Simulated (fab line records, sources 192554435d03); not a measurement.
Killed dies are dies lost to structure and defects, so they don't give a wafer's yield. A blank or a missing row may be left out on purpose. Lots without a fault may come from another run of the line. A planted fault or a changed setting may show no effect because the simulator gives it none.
Problem report in the 8D (eight disciplines) form, filled by code | flow n5_finfet | the parts of the form that need people (team, actions taken, sign-off) are left out

1. THE PROBLEM
spin_speed_rpm at N5_BEOL_M1_COAT_68 reads a mean of 1387.0 rpm on 6 wafers of 2 lots; wafers without a fault read 1500.1 rpm with a standard deviation of 0.92. That is -99 or more standard deviations from the usual mean.
The step: time 60 s, resist thk 12 nm.
First seen on wafer L391.3, day 11 14:34, on litho_track-05. The record holds 12 wafers of 4 lots with a number at this step. Rule for "out", or "out of limits": more than 4 standard deviations from the usual mean. The other wafers with a number count as sound.

2. WHAT IT IS AND WHAT IT IS NOT
question                    | is                     | is not
which readings at this step | spin_speed_rpm         | chill_plate_temp_C, dispense_pressure_kPa
which lots                  | L391, L392             | L371, L379
which wafers of those lots  | all that have a number | -
read on which tools         | litho_track-05         | litho_track-01
when                        | from day 11 14:34      | up to then (6 sound wafers)

3. SUSPECTS, AND WHAT RULES EACH OUT
Counting: a tool at a process step up to the reading stays a suspect if it ran every lot that is out and no sound lot after the first of them.
- litho_track-05 at N5_BEOL_M1_COAT_68 (time 60 s, resist thk 12 nm): kept. It ran every lot that is out, first L391 (day 11 14:34), and no sound lot after that; its last sound lot up to then is L379 (day 8 15:47). Its own readings are out on those wafers: spin_speed_rpm.
Left after counting: litho_track-05 at N5_BEOL_M1_COAT_68.

4. THE CAUSE (what the simulator had put in)
Process parameter drift: litho_track-05, from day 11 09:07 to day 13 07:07, at N5_BEOL_M1_COAT_68. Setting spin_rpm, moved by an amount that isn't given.
Counting left only this tool.

5. THE CHAIN OF EFFECTS, in route order
Each row: a reading whose mean over the struck wafers that have a number lies more than 3 standard deviations from the usual. Only readings for which the record gives a usual standard deviation are gone through. hours: the time from each lot's start at the first step in this table that gives one to its start at this step, as a median over the lots. sigmas: the change in usual standard deviations.
hours | step               | reading        | usual      | on struck wafers | change | sigmas
0     | N5_BEOL_M1_COAT_68 | spin_speed_rpm | 1500.1 rpm | 1387.0           | -113.1 | -99 or more
The process steps in it:
- N5_BEOL_M1_COAT_68: time 60 s, resist thk 12 nm.
Later measuring or inspecting steps at which every struck wafer that the step has a row for has a number for every such reading, and none has moved that far: N5_BEOL_M4_RC_MEAS_101.

6. WHAT WOULD HAVE CAUGHT IT SOONER
In this record the first reading out of limits was taken at day 11 14:34, 5 hours after the fault began at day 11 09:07.
